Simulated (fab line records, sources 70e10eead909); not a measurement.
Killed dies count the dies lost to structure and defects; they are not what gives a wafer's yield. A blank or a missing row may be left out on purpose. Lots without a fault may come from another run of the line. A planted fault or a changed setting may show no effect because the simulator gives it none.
Struck lot and sound lot, side by side ; flow nand_harc ; 13 steps out of a route of 1302
Sound: the wafers L483.3, L483.4, L483.6. Struck: wafers L497.1, L497.3 (left out: L497.2, a lot-mate that was not struck); the cause follows at the end.
For every step that has rows: the tool of each side, followed by ch and its chambers, followed by its first start. Under that, the readings that differ: sound wafers ; struck wafers ; difference of the means ; sigmas: that difference in standard deviations of wafers without a fault.
alike: readings with means less than 2 such deviations apart, plus words and numbers identical on both sides. not compared: withheld readings, readings lacking a value on some wafer, bounds such as >300 that could conceal the same value, and numbers that have no deviation in the record and whose values overlap.
A row with sigmas, a row that says differs or no value, or rows on one side alone: a step with any of these is where the two part. When numbers do not overlap yet have no deviation, they are printed without sigmas and do not part them. Lack of a reading on every wafer of one side parts them only where that side has two or more wafers.

first, 2 steps without rows for these wafers: NHARC_A_SOURCE_PLATE_CVD_03 (deposits poly-Si, target thk 200 nm, time 4000 s); NHARC_A_SOURCE_PLATE_ANNEAL_05 (time 1800 s).
NHARC_A_SOURCE_PLATE_THK_MEAS_06: measures by ellipsometry.
  sound on film_metro-01, day 9 00:42; struck on film_metro-02, day 14 13:50
reading;sound;struck;difference;sigmas
thk_nm (nm);199.9 203.6 201.8;196.6 195.6;-5.7;-3
NHARC_A_SOURCE_PLATE_INSPECT_08:
  sound on defect_inspect-02, day 9 00:46; struck on defect_inspect-02, day 14 13:54
  alike: raw_defect_count
after that, 1 step with no rows for these wafers: NHARC_A_ONON_D1_DEP_00 (target thk 1000 nm).
NHARC_A_ONON_D1_THK_MEAS_02: measures by ellipsometry.
  sound on film_metro-01, day 9 01:20; struck on film_metro-02, day 14 14:29
  alike: thk_nm
after that, 1 step with no rows for these wafers: NHARC_A_ONON_D1_DEP_03 (target thk 1000 nm).
NHARC_A_ONON_D1_THK_MEAS_05: measures by ellipsometry.
  sound on film_metro-01, day 9 01:55; struck on film_metro-01, day 14 15:02
  alike: thk_nm
after that, 1 step with no rows for these wafers: NHARC_A_ONON_D1_DEP_06 (target thk 1000 nm).
NHARC_A_ONON_D1_THK_MEAS_08: measures by ellipsometry.
  sound on film_metro-01, day 9 02:28; struck on film_metro-01, day 14 15:37
  alike: thk_nm
NHARC_A_ONON_D1_DEP_09: target thk 1000 nm.
  sound on pecvd_onon-04 ch 0, day 9 02:38; struck on pecvd_onon-03 ch 0, day 14 15:40
reading;sound;struck;difference;sigmas
nh3_flow_sccm (sccm);495.2 498.2 497.7;501.3 500.8;+4.0;+3
NHARC_A_ONON_D1_THK_MEAS_11: measures by ellipsometry.
  sound on film_metro-01, day 9 03:02; struck on film_metro-01, day 14 16:21
reading;sound;struck;difference;sigmas
thk_nm (nm);997 998 995;1601 1603;+605;+43
  not compared: hold
-- the record jumps here: 17 days lie between the struck wafers' starts before and after (it left off in module A_ONON_D1 and takes up again in module END, whose first step shown is number 1302 of the route) --
NHARC_END_SORT_01:
  here the record holds rows for the struck wafers (prober-01 ch 0, day 31 07:34) but none for the sound ones

== WHERE THEY PART ==
Last at NHARC_END_SORT_01 as far as this record goes, first at NHARC_A_SOURCE_PLATE_THK_MEAS_06.

WHY: whatever the simulator had introduced
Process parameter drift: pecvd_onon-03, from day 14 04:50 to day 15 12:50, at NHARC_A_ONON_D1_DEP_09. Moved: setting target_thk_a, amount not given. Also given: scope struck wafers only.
